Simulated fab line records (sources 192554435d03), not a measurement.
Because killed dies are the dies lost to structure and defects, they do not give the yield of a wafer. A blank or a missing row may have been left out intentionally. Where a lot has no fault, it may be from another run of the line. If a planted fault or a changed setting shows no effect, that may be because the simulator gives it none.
A single fault, viewed from 2 desks ; flow n5 finfet ; only its own numbers are on each desk; what lay behind them is given at the end

== TOOL OWNER'S DESK, arfi scanner-01 ==
The tool's own readings at N5_PMOS_HMC_CHANNEL_EPI_EXPOSE_06 (exposes mask PMOS HMC BLK, target cd 240 nm): means of the sampled wafers that have a number, for each lot that ran on this tool. Marked OUT: a lot whose mean sits more than 4 standard deviations from the usual mean, which makes it out of limits; the brackets give that distance.
Columns: A = exposure dose mJ cm2 at N5_PMOS_HMC_CHANNEL_EPI_EXPOSE_06, usual 41.08
lot;first seen here;A
L929;day 2 06:11;40.98
L930;day 2 11:37;40.98
L940;day 4 23:16;40.35 (-5.2) OUT
L942;day 5 11:30;40.50 (-4.2) OUT
This desk's finding: out of limits on L940, L942; first on L940, day 4 23:16 (exposure dose mJ cm2 at N5_PMOS_HMC_CHANNEL_EPI_EXPOSE_06). Within limits: L929, L930.

== FROM THE METROLOGY DESK ==
Lot by lot, what the gauges showed, no matter which tool ran the lot: averages of those sampled wafers that carry a number. Marked OUT: a lot whose mean sits more than 4 standard deviations from the usual mean, which makes it out of limits; the brackets give that distance. Readings shown: 7 of its 11, picked as those furthest out on some lot.
Columns: A = DIBL_N at N5_BEOL_M4_RC_MEAS_101, usual 36.1 mV/V; B = DIBL_P at N5_BEOL_M4_RC_MEAS_101, usual 36.4 mV/V; C = IOFF_P at N5_BEOL_M4_RC_MEAS_101, usual 0.22 nA/um; D = ION_P at N5_BEOL_M4_RC_MEAS_101, usual 462 uA/um; E = SS_N at N5_BEOL_M4_RC_MEAS_101, usual 71.6 mV/dec; F = SS_P at N5_BEOL_M4_RC_MEAS_101, usual 73.3 mV/dec; G = VT_P at N5_BEOL_M4_RC_MEAS_101, usual -250 mV
lot;first seen here;A;B;C;D;E;F;G
L928;day 1 20:49;35.8;36.9;0.20;462;71.7;72.6;-249
L929;day 2 03:39;36.4;36.3;0.22;459;71.6;73.3;-248
L930;day 2 08:52;32.1;31.9;0.16;454;70.6;72.2;-253
L932;day 2 20:59;36.3;37.0;0.21;459;71.6;73.5;-251
L937;day 4 03:16;37.7;37.4;0.20;450;72.3;74.0;-256
L940;day 4 20:58;35.8;36.4;0.21;454;71.5;73.4;-252
L941;day 5 02:58;34.0;35.5;0.18;458;71.4;72.9;-253
L942;day 5 09:02;36.0;34.1;0.25;470;70.9;73.2;-242
L946;day 6 09:08;36.3;36.6;0.21;462;71.5;73.5;-251
L948;day 6 20:56;35.5;34.1;0.19;463;71.1;72.8;-251
This desk found nothing out of limits on any of the 10 lots.

== BROUGHT TOGETHER ==
An alarm could have come from the tool owner's desk at day 4 23:16, on L940, L942.
Nothing out of limits was seen by the metrology desk.
The metrology desk holds a record of L940, L942, inside its limits.
All the named lots went through N5_PMOS_HMC_CHANNEL_EPI_EXPOSE_06 on arfi scanner-01.

== WHAT THE SIMULATOR HAD PUT IN ==
Drift in process parameters on arfi scanner-01 at N5_PMOS_HMC_CHANNEL_EPI_EXPOSE_06, starting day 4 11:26. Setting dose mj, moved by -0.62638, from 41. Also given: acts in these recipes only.
Shown lots that were struck: L940, L942.
How many hours passed from the start of the fault until each desk's first out-of-limits reading: the tool owner's desk, 12.
